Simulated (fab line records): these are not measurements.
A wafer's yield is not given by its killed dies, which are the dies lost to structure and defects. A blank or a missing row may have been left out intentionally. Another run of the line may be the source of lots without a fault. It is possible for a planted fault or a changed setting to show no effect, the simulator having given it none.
Chamber matching + flow n5-finfet + rie-diel-04 running N5_BEOL_M9_ETCH_66: 4 sister chambers
The step etches SOC in N2/H2, target depth 80 nm, overetch 16 nm, time 120 s. 20 wafers are shown with their chamber, then 10 later ones without.

EACH WAFER AND ITS CHAMBER
| wafer  | chamber | drypump-motor-current-A (A) | throttle-valve-pct (%) | showerhead-plenum-p-Torr (Torr) |
|--------|---------|-----------------------------|------------------------|---------------------------------|
| L075.1 | 1       | 6.3                         | 18.14                  | 2.40                            |
| L075.2 | 0       | 5.8                         | 17.56                  | 2.50                            |
| L075.6 | 3       | 5.7                         | 18.08                  | 2.50                            |
| L078.2 | 3       | 5.7                         | 18.12                  | 2.50                            |
| L078.3 | 2       | 5.2                         | 18.11                  | 2.65                            |
| L078.6 | 0       | 5.8                         | 17.58                  | 2.49                            |
| L081.1 | 0       | 5.8                         | 17.61                  | 2.49                            |
| L081.2 | 2       | 5.2                         | 18.12                  | 2.64                            |
| L081.6 | 0       | 5.8                         | 17.60                  | 2.49                            |
| L083.2 | 2       | 5.2                         | 18.14                  | 2.64                            |
| L083.3 | 1       | 6.3                         | 17.75                  | 2.71                            |
| L083.6 | 0       | 5.7                         | 17.62                  | 2.48                            |
| L085.1 | 0       | 5.8                         | 17.63                  | 2.48                            |
| L085.4 | 2       | 5.3                         | 18.15                  | 2.64                            |
| L085.6 | 3       | 5.7                         | 17.64                  | 2.50                            |
| L086.2 | 3       | 5.7                         | 17.64                  | 2.49                            |
| L086.4 | 2       | 5.3                         | 18.14                  | 2.64                            |
| L086.5 | 1       | 6.3                         | 17.74                  | 2.71                            |
| L089.2 | 0       | 5.8                         | 17.63                  | 2.48                            |
| L089.3 | 3       | 5.6                         | 17.65                  | 2.49                            |

SIGNATURES (averages over the wafers above)
| reading                  | chamber 0 | chamber 1 | chamber 2 | chamber 3 | scatter within a chamber |
|--------------------------|-----------|-----------|-----------|-----------|--------------------------|
| drypump-motor-current-A  | 5.786     | 6.300     | 5.240     | 5.680     | 0.0423                   |
| throttle-valve-pct       | 17.6043   | 17.8767   | 18.1320   | 17.8260   | 0.15                     |
| showerhead-plenum-p-Torr | 2.4871    | 2.6067    | 2.6420    | 2.4960    | 0.0635                   |
Rule: a wafer's distance from a chamber is the root of the sum, over the readings, of the square of ((its reading less the chamber's mean) divided by the reading's scatter). If the next closest chamber is less than 2 further off than the closest, the wafer can't be placed; otherwise it belongs to the closest. How the scatter is found: for the shown wafers, subtract from each reading the mean of its chamber, square and add these, divide the total by (wafers less chambers), then take the root.

WAFERS WITH NO CHAMBER GIVEN
| wafer  | drypump-motor-current-A (A) | throttle-valve-pct (%) | showerhead-plenum-p-Torr (Torr) |
|--------|-----------------------------|------------------------|---------------------------------|
| L089.5 | 5.2                         | 18.15                  | 2.64                            |
| L090.2 | 5.7                         | 17.64                  | 2.49                            |
| L090.4 | 5.2                         | 18.15                  | 2.64                            |
| L090.6 | 5.2                         | 18.17                  | 2.64                            |
| L091.2 | 5.8                         | 17.63                  | 2.48                            |
| L091.5 | 5.3                         | 18.16                  | 2.64                            |
| L091.6 | 6.3                         | 17.77                  | 2.71                            |
| L088.2 | 6.3                         | 17.76                  | 2.71                            |
| L088.3 | 5.8                         | 17.65                  | 2.48                            |
| L088.6 | 5.8                         | 17.64                  | 2.48                            |

EACH ONE'S CHAMBER
| wafer  | from the rows above     | in truth |
|--------|-------------------------|----------|
| L089.5 | 2                       | 2        |
| L090.2 | can't be placed: 3 or 0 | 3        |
| L090.4 | 2                       | 2        |
| L090.6 | 2                       | 2        |
| L091.2 | 0                       | 0        |
| L091.5 | 2                       | 2        |
| L091.6 | 1                       | 1        |
| L088.2 | 1                       | 1        |
| L088.3 | 0                       | 0        |
| L088.6 | 0                       | 0        |
Placed correctly: 9 of 10. Unplaceable from these rows: 1, with the true chamber sitting among the candidates in 1. Placed wrongly: 0.
